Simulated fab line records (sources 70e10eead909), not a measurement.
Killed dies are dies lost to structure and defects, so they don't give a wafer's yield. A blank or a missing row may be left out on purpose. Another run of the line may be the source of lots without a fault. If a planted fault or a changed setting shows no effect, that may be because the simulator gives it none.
Chamber matching    flow nand harc    NHARC_P_CONTACT_ETCH_36 on rie diel-11: 4 sister chambers
The step etches the open film in N2/H2, target depth 260 nm, time 406.25 s. 7 wafers are shown with their chamber, then 7 later ones without.

## WAFERS, EACH WITH ITS CHAMBER
wafer   chamber  showerhead plenum p Torr (Torr)  drypump motor current A (A)
L323.2  2        2.16                             6.0
L325.6  3        2.00                             5.3
L326.2  1        2.07                             6.6
L327.2  1        2.07                             6.6
L327.3  0        1.96                             6.4
L340.1  3        1.99                             5.3
L340.2  0        1.96                             6.3

## WAFERS WITHOUT THEIR CHAMBER
wafer   showerhead plenum p Torr (Torr)  drypump motor current A (A)
L340.5  1.99                             5.4
L342.1  2.16                             6.0
L342.2  2.07                             6.5
L342.4  1.99                             5.3
L341.2  2.16                             6.0
L341.3  1.99                             5.3
L341.6  2.16                             6.0

## WHICH CHAMBER EACH ONE RAN IN
wafer   from the rows above  in truth
L340.5  3                    3
L342.1  2                    2
L342.2  1                    1
L342.4  3                    3
L341.2  2                    2
L341.3  3                    3
L341.6  2                    2
7 of 7 placed correctly. Number that these rows cannot place: 0. Placed wrongly: 0.
How it was worked out, from the rows above alone: a wafer's distance from a chamber is the root of the sum, over the readings, of the square of ((its reading less the chamber's mean) divided by the reading's scatter). The wafer belongs to the nearest chamber; if the next one is less than 2 further off, it can't be placed. The mean given for a chamber averages the wafers shown for that chamber. The scatter: the root of (the sum of the squares of (reading less its chamber's mean) over the shown wafers, divided by (wafers less chambers)).
